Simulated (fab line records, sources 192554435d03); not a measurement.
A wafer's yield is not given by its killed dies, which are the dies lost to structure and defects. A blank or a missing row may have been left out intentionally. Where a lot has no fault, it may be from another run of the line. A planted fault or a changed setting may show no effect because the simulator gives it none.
fab line records | flow n5Finfet
[record] lots = 24 wafers = 72 lastDay = 17
route steps=1938 shown BEOL_M13@1692 BEOL_M14@1747
lots that met no fault: taken from a fault-free run of the same line
startH: start of the lot's first displayed wafer, in hours after the record's first day | waitH: hours elapsed since this lot's preceding step | " same as the row above | L1.1+2: a row that stands for several wafers | - no value, or no start was given | * or withheld: withheld | < > ~ a bound
route shown NAME@n: a module of which the file shows steps, and the number in the route of the first | usual: mean/standard deviation taken from wafers without a fault | same: alike in all rows | chamber/n: place in a boat | sites: the reading at each site | _std_site: the standard deviation of these | _edge_site: inner sites' mean taken away from outer sites' mean | radiusMm: for every site, how far away it sits from the centre of the wafer | mask NAME#n: copy n | behind: tool/chamber where the wafer was last shaped | hold: cause of the lot's hold/its duration in hours/its outcome | device: the transistor (n, p or np) that didn't switch | end of line: the tests these same wafers got at the end of their route | where a step has no rows: the recipe by itself | killed: at the first sort, the dies lost to defects and structure; wafer yield is something else | map: dies across one wafer; x = killed, . = not, _ = none there
set.NAME: setting as actually run; set.NAME@STEP: the setting as run at that earlier step | model.NAME: the simulator's own value behind a step, which no gauge read
the route's steps for a sample of lots (tables are steps, rows are wafers)
services: a tool's chamber out of use, with start hour (startH, from the record's first day; less than 0 if before it), hours out, and reason
[[steps]]
[step N5_BEOL_M13_DESCUM_33]
[recipe] chemistry = O2 timeS = 7.9 sourcePowerW = 50 biasPowerW = 20 pressureMtorr = 20 rfFrequencyHz = 2.712e+07 tempC = 40 o2FlowSccm = 225
[usual] drypumpMotorCurrentA = 5.6/0.5 oesProductAu = 0.74/0.063 rfVppV = 243.3/1.7 showerheadPlenumPTorr = 2.10/0.09 throttleValvePct = 20.54/0.24
// columns lot.wafer tool chamber startH waitH drypumpMotorCurrentA oesProductAu rfHoursCounterH rfVppV showerheadPlenumPTorr throttleValvePct
L074.1 rieDiel-02 0 243.94 0.0 5.3 0.71 188 244.3 2.07 20.59
L074.2 " 2 " " 6.0 0.77 129 239.6 1.93 20.81
L074.4 " 3 " " 5.6 0.83 72 246.3 2.19 20.29
L075.1 rieDiel-01 3 248.05 0.3 5.2 0.75 176 241.7 2.08 20.66
L075.3 " 1 " " 5.8 0.84 58 244.9 2.22 20.69
L075.4 " 2 " " 4.8 0.90 38 244.9 2.21 20.34
L076.2 rieDiel-03 2 264.27 0.4 6.5 0.72 180 245.5 2.16 20.20
L076.3 " 0 " " 5.3 0.72 201 242.7 2.07 20.69
L076.5 " 0 " " 5.3 0.72 - 242.0 2.07 20.69
L080.3 rieDiel-02 2 268.68 0.0 6.1 0.76 138 240.9 1.93 20.83
L080.4 " 3 " " 5.6 0.81 81 245.1 2.19 20.31
L080.5 " 2 " " 6.1 0.75 - 240.8 1.93 20.83
L079.1 rieDiel-02 1 270.64 0.0 4.9 0.68 230 242.7 1.98 20.11
L079.3 " 2 " " 6.0 0.77 139 240.0 1.93 20.83
L079.4 " 0 " " 5.3 0.71 197 241.6 2.06 20.60
L077.2 rieDiel-02 0 279.44 0.0 5.3 0.72 199 242.1 2.06 20.62
L077.5 " 2 " " 6.1 0.76 - 240.4 1.93 20.83
L077.6 " 3 " " 5.6 0.82 - 244.7 2.19 20.31
L081.1 rieDiel-02 0 281.58 0.0 5.3 0.71 200 242.5 2.06 20.62
L081.5 " 1 " " 4.9 0.68 - 242.0 1.97 20.11
L081.6 " 0 " " 5.3 0.71 - 244.5 2.06 20.61
L078.1 rieDiel-03 2 281.82 0.0 6.5 0.72 185 243.8 2.15 20.23
L078.5 " 2 " " 6.5 0.71 - 244.3 2.15 20.22
L078.6 " 1 " " 5.2 0.71 - 243.7 2.08 20.75
L082.3 rieDiel-03 2 283.33 0.0 6.5 0.71 186 244.3 2.15 20.22
L082.4 " 1 " " 5.2 0.71 185 244.3 2.08 20.75
L082.6 " 2 " " 6.5 0.71 - 243.2 2.15 20.22
L083.2 rieDiel-02 1 295.09 0.0 4.9 0.68 238 242.1 1.97 20.13
L083.4 " 3 " " 5.6 0.81 89 245.4 2.18 20.31
L083.5 " 3 " " 5.6 0.80 - 244.6 2.18 20.32
L084.2 rieDiel-02 0 303.48 0.0 5.3 0.71 207 242.9 2.06 20.63
L084.5 " 2 " " 6.0 0.76 - 239.9 1.93 20.84
L084.6 " 3 " " 5.6 0.81 - 244.1 2.18 20.32
L085.2 rieDiel-01 1 316.42 0.6 5.8 0.81 78 243.4 2.21 20.71
L085.3 " 3 " " 5.2 0.73 196 243.6 2.07 20.68
L085.4 " 0 " " 6.2 0.68 228 244.0 2.16 20.61
L087.4 rieDiel-01 3 318.88 0.0 5.2 0.73 197 242.7 2.07 20.66
L087.5 " 3 " " 5.2 0.73 - 242.0 2.07 20.68
L087.6 " 2 " " 4.8 0.86 - 244.8 2.21 20.37
L089.1 rieDiel-03 1 328.21 0.0 5.2 0.70 198 243.9 2.08 20.77
L089.3 " 2 " " 6.4 0.71 199 244.1 2.15 20.24
L089.4 " 1 " " 5.2 0.70 - 241.4 2.08 20.77
L086.1 rieDiel-02 3 328.35 0.0 5.6 0.80 100 245.5 2.18 20.33
L086.3 " 2 " " 6.0 0.74 156 240.9 1.92 20.86
L086.4 " 0 " " 5.3 0.70 215 243.3 2.06 20.65
L091.2 rieDiel-03 2 330.88 0.1 6.5 0.71 201 244.0 2.15 20.25
L091.3 " 1 " " 5.2 0.70 199 244.3 2.08 20.78
L091.5 " 2 " " 6.5 0.70 - 246.7 2.15 20.24
L090.1 rieDiel-01 1 331.93 0.2 5.8 0.80 83 244.9 2.21 20.72
L090.4 " 0 " " 6.2 0.68 - 244.7 2.16 20.64
L090.6 " 1 " " 5.8 0.80 - 245.7 2.21 20.73
L088.3 rieDiel-03 0 335.24 0.1 5.3 0.70 223 240.9 2.06 20.74
L088.5 " 0 " " 5.3 0.71 - 242.9 2.07 20.73
L088.6 " 2 " " 6.5 0.70 - 243.9 2.15 20.24
L093.3 rieDiel-03 2 341.30 0.0 6.4 0.71 205 244.4 2.15 20.22
L093.4 " 2 " " 6.4 0.71 - 244.5 2.15 20.25
L093.5 " 3 " " 5.8 0.73 - 244.5 2.18 20.55
L094.1 rieDiel-02 2 361.65 0.5 6.1 0.73 171 240.4 1.92 20.88
L094.4 " 0 " " 5.3 0.70 - 242.6 2.05 20.65
L094.6 " 2 " " 6.0 0.73 - 241.1 1.92 20.88
L092.4 rieDiel-02 0 362.67 0.0 5.3 0.70 231 244.4 2.05 20.67
L092.5 " 1 " " 4.9 1.04 - 245.6 2.23 19.84
L092.6 " 0 " " 5.3 0.70 - 241.7 2.05 20.67
L096.1 rieDiel-01 0 381.66 0.0 6.2 0.67 243 244.6 2.15 20.63
L096.3 " 3 " " 5.2 0.73 209 242.9 2.07 20.69
L096.5 " 0 " " 6.2 0.67 - 243.9 2.15 20.65
L097.3 rieDiel-03 2 386.79 0.0 6.4 0.70 222 243.5 2.14 20.29
L097.4 " 1 " " 5.2 0.69 212 241.9 2.07 20.81
L097.6 " 0 " " 5.3 0.70 - 243.1 2.06 20.75
L095.1 rieDiel-03 3 387.42 0.0 5.9 0.71 169 243.4 2.17 20.58
L095.3 " 1 " " 5.2 0.70 213 243.0 2.07 20.79
L095.4 " 2 " " 6.5 0.69 222 245.2 2.14 20.27
[step N5_BEOL_M14_OVL_MEAS_29]
[recipe] pointsPerWafer = 44
[usual] M14_OVL = 3/5
// columns lot.wafer tool chamber startH waitH M14_OVL[nm]
L074.1 overlay-02 0 248.26 0.0 17
L074.2 " 0 " " 8
L074.4 " 0 " " 13
L075.1 overlay-02 0 254.71 0.0 1
L075.3 " 0 " " 10
L075.4 " 0 " " 8
L076.2 overlay-01 0 269.31 0.0 6
L076.3 " 0 " " 6
L076.5 " 0 " " -1
L080.3 overlay-02 0 275.51 0.0 3
L080.4 " 0 " " 0
L080.5 " 0 " " 5
L079.1 overlay-01 0 280.67 0.0 -4
L079.3 " 0 " " 3
L079.4 " 0 " " 0
L077.2 overlay-02 0 285.70 0.0 -4
L077.5 " 0 " " -2
L077.6 " 0 " " -6
L081.1 overlay-02 0 286.45 0.0 8
L081.5 " 0 " " -1
L081.6 " 0 " " 5
L078.1 overlay-02 0 287.78 0.0 6
L078.5 " 0 " " 1
L078.6 " 0 " " 11
L082.3 overlay-01 0 294.44 0.0 7
L082.4 " 0 " " -4
L082.6 " 0 " " 1
L083.2 overlay-02 0 302.74 0.0 4
L083.4 " 0 " " 6
L083.5 " 0 " " 5
L084.2 overlay-02 0 309.29 0.0 5
L084.5 " 0 " " 3
L084.6 " 0 " " 4
L085.2 overlay-02 0 324.63 0.0 -2
L085.3 " 0 " " 3
L085.4 " 0 " " 6
L087.4 overlay-02 0 325.11 0.0 13
L087.5 " 0 " " 9
L087.6 " 0 " " 10
L089.1 overlay-01 0 333.62 0.0 5
L089.3 " 0 " " 6
L089.4 " 0 " " 3
L086.1 overlay-02 0 334.26 0.0 -3
L086.3 " 0 " " -10
L086.4 " 0 " " -3
L091.2 overlay-02 0 335.98 0.0 6
L091.3 " 0 " " -1
L091.5 " 0 " " 1
L090.1 overlay-01 0 337.28 0.0 0
L090.4 " 0 " " -2
L090.6 " 0 " " 5
L088.3 overlay-02 0 340.54 0.0 -6
L088.5 " 0 " " -1
L088.6 " 0 " " 3
L093.3 overlay-01 0 347.68 0.0 6
L093.4 " 0 " " 2
L093.5 " 0 " " 10
L094.1 overlay-02 0 367.28 0.0 3
L094.4 " 0 " " 3
L094.6 " 0 " " 3
L092.4 overlay-02 0 367.95 0.0 3
L092.5 " 0 " " -4
L092.6 " 0 " " 1
L096.1 overlay-02 0 386.60 0.0 -3
L096.3 " 0 " " 2
L096.5 " 0 " " 1
L097.3 overlay-02 0 393.13 0.0 1
L097.4 " 0 " " 6
L097.6 " 0 " " -1
L095.1 overlay-02 0 395.77 0.0 -1
L095.3 " 0 " " -2
L095.4 " 0 " " -7
[step N5_BEOL_M14_OCD_MEAS_35]
[usual] trenchDepthNm = 562/10
// columns lot.wafer tool chamber startH waitH trenchDepthNm
L074.1 ocd-02 - 249.06 0.0 561
L074.2 " - " " 566
L074.4 " - " " 531
L075.1 ocd-02 - 255.40 0.0 555
L075.3 " - " " 561
L075.4 " - " " 580
L076.2 ocd-02 - 269.98 0.0 576
L076.3 " - " " 556
L076.5 " - " " 579
L080.3 ocd-01 - 276.25 0.0 572
L080.4 " - " " 554
L080.5 " - " " 563
L079.1 ocd-02 - 281.43 0.0 565
L079.3 " - " " 575
L079.4 " - " " 558
L077.2 ocd-01 - 286.37 0.0 572
L077.5 " - " " 574
L077.6 " - " " 558
L081.1 ocd-02 - 287.12 0.0 581
L081.5 " - " " 542
L081.6 " - " " 576
L078.1 ocd-02 - 288.45 0.0 562
L078.5 " - " " 562
L078.6 " - " " 580
L082.3 ocd-02 - 295.28 0.0 569
L082.4 " - " " 552
L082.6 " - " " 574
L083.2 ocd-01 - 303.52 0.0 573
L083.4 " - " " 562
L083.5 " - " " 576
L084.2 ocd-02 - 310.04 0.0 579
L084.5 " - " " 563
L084.6 " - " " 578
L085.2 ocd-01 - 325.30 0.0 570
L085.3 " - " " 564
L085.4 " - " " 556
L087.4 ocd-02 - 325.89 0.0 554
L087.5 " - " " 563
L087.6 " - " " 565
L089.1 ocd-01 - 334.88 0.0 563
L089.3 " - " " 581
L089.4 " - " " 585
L086.1 ocd-02 - 335.72 0.0 560
L086.3 " - " " 569
L086.4 " - " " 550
L091.2 ocd-02 - 338.97 0.0 562
L091.3 " - " " 562
L091.5 " - " " 570
L090.1 ocd-02 - 339.60 0.0 583
L090.4 " - " " 580
L090.6 " - " " 548
L088.3 ocd-01 - 341.21 0.0 556
L088.5 " - " " 556
L088.6 " - " " 551
L093.3 ocd-02 - 348.35 0.0 568
L093.4 " - " " 554
L093.5 " - " " 567
L094.1 ocd-01 - 368.16 0.0 562
L094.4 " - " " 554
L094.6 " - " " 558
L092.4 ocd-01 - 369.63 0.0 560
L092.5 " - " " 558
L092.6 " - " " 553
L096.1 ocd-01 - 388.38 0.0 560
L096.3 " - " " 566
L096.5 " - " " 566
L097.3 ocd-02 - 393.80 0.0 554
L097.4 " - " " 550
L097.6 " - " " 556
L095.1 ocd-01 - 396.43 0.0 545
L095.3 " - " " 574
L095.4 " - " " 568
[step N5_BEOL_M14_SPUTTER_45]
[recipe] material = Cu targetThkA = 1000 tempC = -20 biasV = 60 powerW = 26000 chamberPressurePa = 0.13 timeS = 16.67
[usual] throttleValvePct = 30.6/0.94
// columns lot.wafer tool chamber startH waitH throttleValvePct
L074.1 pvdSputter-02 - 252.60 0.0 29.9
L074.2 " - " " 30.2
L074.4 " - " " 30.6
L075.1 pvdSputter-01 - 258.21 0.0 29.9
L075.3 " - " " 31.6
L075.4 " - " " 30.4
L076.2 pvdSputter-02 - 272.07 0.0 30.5
L076.3 " - " " 29.6
L076.5 " - " " 29.9
L080.3 pvdSputter-02 - 279.71 0.0 29.9
L080.4 " - " " 30.5
L080.5 " - " " 30.3
L079.1 pvdSputter-01 - 290.94 0.0 30.5
L079.3 " - " " 32.7
L079.4 " - " " 31.3
L077.2 pvdSputter-01 - 293.10 0.0 30.2
L077.5 " - " " 31.5
L077.6 " - " " 30.3
L078.1 pvdSputter-01 - 298.00 0.0 30.4
L078.5 " - " " 30.1
L078.6 " - " " 30.5
L081.1 pvdSputter-02 - 300.81 0.0 29.6
L081.5 " - " " 30.2
L081.6 " - " " 30.1
L082.3 pvdSputter-01 - 301.74 0.0 31.6
L082.4 " - " " 32.9
L082.6 " - " " 30.1
L083.2 pvdSputter-01 - 305.40 0.0 32.5
L083.4 " - " " 31.5
L083.5 " - " " 30.4
L084.2 pvdSputter-02 - 312.89 0.0 30.4
L084.5 " - " " 30.8
L084.6 " - " " 30.2
L085.2 pvdSputter-02 - 327.80 0.0 29.8
L085.3 " - " " 30.3
L085.4 " - " " 31.2
L087.4 pvdSputter-02 - 328.44 0.0 31.0
L087.5 " - " " 31.0
L087.6 " - " " 30.6
L089.1 pvdSputter-02 - 335.78 0.0 31.0
L089.3 " - " " 29.7
L089.4 " - " " 30.3
L086.1 pvdSputter-03 - 337.30 0.0 30.9
L086.3 " - " " 28.9
L086.4 " - " " 31.1
L091.2 pvdSputter-03 - 344.80 0.0 30.6
L091.3 " - " " 28.8
L091.5 " - " " 28.7
L090.1 pvdSputter-03 - 349.75 0.0 28.6
L090.4 " - " " 28.7
L090.6 " - " " 28.8
L088.3 pvdSputter-01 - 349.91 0.0 31.1
L088.5 " - " " 31.4
L088.6 " - " " 30.3
L093.3 pvdSputter-02 - 350.13 0.0 30.4
L093.4 " - " " 30.9
L093.5 " - " " 30.3
L094.1 pvdSputter-01 - 369.50 0.0 30.2
L094.4 " - " " 32.6
L094.6 " - " " 30.6
L092.4 pvdSputter-01 - 370.38 0.0 33.0
L092.5 " - " " 29.8
L092.6 " - " " 30.5
L096.1 pvdSputter-01 - 390.23 0.0 30.5
L096.3 " - " " 29.9
L096.5 " - " " 30.4
L097.3 pvdSputter-01 - 394.43 0.0 32.8
L097.4 " - " " 31.3
L097.6 " - " " 30.0
L095.1 pvdSputter-02 - 398.77 0.0 29.9
L095.3 " - " " 30.5
L095.4 " - " " 30.9
[step N5_BEOL_M14_ANNEAL_48]
[recipe] tempC = 225 timeS = 90 ambient = N2
[usual] annealTempCMax = 226.6/0.62 wafer_temp_C_max = 225.92/0.24
// columns lot.wafer tool chamber startH waitH annealTempCMax wafer_temp_C_max
L074.1 rtpAnneal-01 0 252.90 0.1 226.9 225.78
L074.2 " 0 " " 226.7 225.84
L074.4 " 0 " " 226.3 225.81
L075.1 rtpAnneal-02 0 258.66 0.3 226.0 226.15
L075.3 " 0 " " 226.2 225.92
L075.4 " 0 " " 225.9 226.03
L076.2 rtpAnneal-01 0 272.42 0.2 227.4 225.98
L076.3 " 0 " " 227.6 225.72
L076.5 " 0 " " 227.7 225.74
L080.3 rtpAnneal-01 0 280.32 0.4 227.5 225.87
L080.4 " 0 " " 227.7 225.80
L080.5 " 0 " " 227.4 225.83
L079.1 rtpAnneal-02 0 291.25 0.1 226.2 226.11
L079.3 " 0 " " 226.1 226.00
L079.4 " 0 " " 226.3 225.91
L077.2 rtpAnneal-01 0 293.50 0.2 226.9 225.65
L077.5 " 0 " " 227.0 225.92
L077.6 " 0 " " 227.2 225.81
L078.1 rtpAnneal-02 0 298.33 0.2 225.8 225.91
L078.5 " 0 " " 226.0 225.82
L078.6 " 0 " " 226.1 226.25
L081.1 rtpAnneal-02 0 301.12 0.1 226.2 226.05
L081.5 " 0 " " 226.0 226.16
L081.6 " 0 " " 225.6 226.28
L082.3 rtpAnneal-01 0 302.29 0.3 228.0 225.95
L082.4 " 0 " " 226.9 226.11
L082.6 " 0 " " 227.3 225.97
L083.2 rtpAnneal-02 0 305.77 0.2 226.3 225.74
L083.4 " 0 " " 226.2 225.99
L083.5 " 0 " " 226.0 225.70
L084.2 rtpAnneal-02 0 313.25 0.2 226.3 225.68
L084.5 " 0 " " 226.1 225.83
L084.6 " 0 " " 226.2 226.25
L085.2 rtpAnneal-01 0 328.16 0.2 227.4 225.66
L085.3 " 0 " " 226.7 225.70
L085.4 " 0 " " 227.9 225.62
L087.4 rtpAnneal-02 0 329.06 0.4 225.9 226.26
L087.5 " 0 " " 225.8 225.92
L087.6 " 0 " " 226.0 226.04
L089.1 rtpAnneal-01 0 336.08 0.1 226.9 225.91
L089.3 " 0 " " 226.1 225.86
L089.4 " 0 " " 226.6 225.70
L086.1 rtpAnneal-01 0 337.60 0.1 227.4 225.90
L086.3 " 0 " " 226.8 225.92
L086.4 " 0 " " 227.3 225.62
L091.2 rtpAnneal-02 0 345.15 0.2 225.8 226.17
L091.3 " 0 " " 226.3 226.46
L091.5 " 0 " " 225.8 226.14
L090.1 rtpAnneal-01 0 350.06 0.1 227.0 225.68
L090.4 " 0 " " 227.6 225.77
L090.6 " 0 " " 226.9 225.61
L088.3 rtpAnneal-02 0 350.34 0.2 225.9 225.98
L088.5 " 0 " " 226.1 225.71
L088.6 " 0 " " 225.8 226.02
L093.3 rtpAnneal-02 0 350.61 0.2 226.2 226.28
L093.4 " 0 " " 225.9 226.31
L093.5 " 0 " " 226.3 226.55
L094.1 rtpAnneal-01 0 369.81 0.1 226.5 225.72
L094.4 " 0 " " 226.8 225.67
L094.6 " 0 " " 226.5 226.07
L092.4 rtpAnneal-01 0 370.82 0.2 227.3 225.83
L092.5 " 0 " " 227.0 225.85
L092.6 " 0 " " 226.4 226.12
L096.1 rtpAnneal-01 0 390.53 0.1 226.4 226.17
L096.3 " 0 " " 226.9 225.89
L096.5 " 0 " " 227.4 225.88
L097.3 rtpAnneal-01 0 394.83 0.2 228.1 225.65
L097.4 " 0 " " 227.2 226.22
L097.6 " 0 " " 227.4 225.97
L095.1 rtpAnneal-02 0 399.11 0.2 225.8 225.83
L095.3 " 0 " " 226.0 225.96
L095.4 " 0 " " 226.0 226.42
[step N5_BEOL_M14_DEP_53]
[recipe] material = SiCN targetThkA = 500 tempC = withheld precursor = 3MS/NH3 pressureTorr = 3 rfW = 675 timeS = 17.8
[usual] chamberPressureTorr = 3.000/0.0068 showerheadPlenumPTorr = 4.165/0.022 showerheadVppV = 1559/92 throttleValvePct = 18.2/1.1
// columns lot.wafer tool chamber startH waitH chamberPressureTorr showerheadPlenumPTorr showerheadVppV throttleValvePct
L074.1 pecvd-03 1 253.56 0.0 2.985 4.219 1529 17.0
L074.2 " 2 " " 2.993 4.164 1408 18.1
L074.4 " 1 " " 3.000 4.215 1554 17.2
L075.1 pecvd-04 2 259.33 0.0 3.004 4.167 1637 17.0
L075.3 " 1 " " 2.998 4.175 1647 19.4
L075.4 " 0 " " 2.994 4.169 1633 19.6
L076.2 pecvd-03 0 273.04 0.0 2.987 4.135 1589 18.5
L076.3 " 1 " " 2.992 4.215 1502 17.1
L076.5 " 1 " " 2.987 4.207 1553 16.8
L080.3 pecvd-01 1 280.88 0.0 3.008 4.161 1511 20.5
L080.4 " 1 " " 3.002 4.158 1506 20.7
L080.5 " 2 " " 3.008 4.156 1697 17.0
L079.1 pecvd-04 1 291.90 0.0 3.000 4.184 1590 19.3
L079.3 " 2 " " 2.992 4.169 1622 17.1
L079.4 " 2 " " 3.005 4.167 1616 17.1
L077.2 pecvd-03 0 294.11 0.0 3.013 4.139 1583 18.5
L077.5 " 1 " " 3.006 4.220 1532 17.3
L077.6 " 2 " " 3.007 4.171 1415 18.4
L078.1 pecvd-03 1 298.98 0.0 3.010 4.205 1537 17.1
L078.5 " 1 " " 3.005 4.215 1520 17.3
L078.6 " 2 " " 2.995 4.177 1435 18.2
L081.1 pecvd-03 1 301.77 0.0 2.997 4.199 1513 17.0
L081.5 " 2 " " 2.979 4.169 1397 18.3
L081.6 " 1 " " 2.998 4.206 1534 17.1
L082.3 pecvd-01 0 302.87 0.0 2.992 4.160 1493 18.1
L082.4 " 0 " " 2.999 4.149 1505 18.4
L082.6 " 2 " " 3.005 4.167 1685 17.1
L083.2 pecvd-03 2 306.39 0.0 3.003 4.172 1407 18.1
L083.4 " 2 " " 2.998 4.172 1389 18.3
L083.5 " 0 " " 2.998 4.155 1626 18.6
L084.2 pecvd-01 1 313.86 0.0 2.999 4.153 1520 20.6
L084.5 " 2 " " 2.995 4.154 1681 17.5
L084.6 " 1 " " 3.008 4.160 1510 20.5
L085.2 pecvd-03 1 328.77 0.0 2.992 4.211 1520 17.0
L085.3 " 2 " " 3.002 4.173 1419 18.6
L085.4 " 2 " " 2.999 4.164 1412 18.6
L087.4 pecvd-03 1 329.60 0.0 3.000 4.218 1558 16.8
L087.5 " 2 " " 2.995 4.168 1399 18.2
L087.6 " 0 " " 3.000 4.134 1637 18.6
L089.1 pecvd-01 2 336.75 0.0 2.997 4.155 1697 17.3
L089.3 " 0 " " 3.000 4.139 1526 18.1
L089.4 " 1 " " 3.009 4.157 1527 20.8
L086.1 pecvd-03 0 338.26 0.0 3.006 4.152 1639 18.5
L086.3 " 1 " " 2.992 4.210 1541 17.0
L086.4 " 0 " " 3.000 4.146 1609 18.7
L091.2 pecvd-04 2 345.76 0.0 2.998 4.152 1627 17.1
L091.3 " 1 " " 2.996 4.175 1638 19.6
L091.5 " 1 " " 2.998 4.196 1625 19.9
L090.1 pecvd-04 0 350.71 0.0 3.010 4.177 1588 20.1
L090.4 " 2 " " 2.996 4.158 1667 16.8
L090.6 " 0 " " 3.007 4.170 1667 19.9
L088.3 pecvd-01 0 350.90 0.0 3.002 4.151 1494 18.3
L088.5 " 1 " " 2.997 4.156 1532 20.4
L088.6 " 0 " " 2.997 4.142 1484 17.9
L093.3 pecvd-01 2 351.22 0.0 2.996 4.147 1669 17.3
L093.4 " 0 " " 2.992 4.143 1492 18.0
L093.5 " 2 " " 2.998 4.141 1685 17.5
L094.1 pecvd-01 0 370.46 0.0 2.987 4.140 1528 18.1
L094.4 " 2 " " 2.996 4.153 1680 17.6
L094.6 " 0 " " 2.999 4.142 1533 17.8
L092.4 pecvd-03 1 371.35 0.0 2.998 4.202 1525 16.9
L092.5 " 2 " " 2.991 4.173 1418 18.2
L092.6 " 0 " " 3.004 4.144 1617 18.2
L096.1 pecvd-01 2 391.20 0.0 3.007 4.148 1656 17.4
L096.3 " 2 " " 2.999 4.170 1708 17.4
L096.5 " 0 " " 2.998 4.140 1482 18.1
L097.3 pecvd-01 2 395.42 0.0 2.997 4.151 1697 17.3
L097.4 " 0 " " 3.003 4.148 1502 18.1
L097.6 " 2 " " 3.000 4.156 1683 17.3
L095.1 pecvd-01 0 399.78 0.0 2.992 4.145 1498 17.8
L095.3 " 2 " " 3.008 4.148 1669 17.7
L095.4 " 0 " " 2.989 4.142 1508 18.0
[[services]]
// columns tool chamber startH hours kind
rtpAnneal-02 - 232.48 3.3 pm
pvdSputter-02 - 238.19 1.5 repair
rieDiel-01 - 250.99 1.8 repair
pecvd-01 2 259.72 5.5 scheduledDown
pecvd-03 0 262.20 2.1 scheduledDown
pecvd-04 - 275.15 6.0 pm
pvdSputter-02 - 285.64 5.0 repair
rieDiel-02 2 286.38 3.2 repair
pecvd-01 1 290.76 2.1 scheduledDown
pecvd-03 - 311.16 3.1 repair
pecvd-01 1 320.58 8.3 repair
rieDiel-03 3 322.36 15.4 repair
pecvd-01 0 329.59 2.1 scheduledDown
rieDiel-02 1 334.87 - clean
rieDiel-02 1 334.87 - consumableReplace:focusRing
rieDiel-03 1 337.77 14.5 repair
pvdSputter-03 - 338.72 1.8 repair
rieDiel-01 - 341.60 14.6 pm
pecvd-04 - 357.43 0.9 repair
pecvd-04 - 368.56 4.9 repair
pecvd-01 - 379.19 2.8 pm
rieDiel-03 0 382.92 3.2 repair
rieDiel-03 2 389.57 5.6 repair
pecvd-03 2 397.38 3.8 repair
[[key]]
fault none
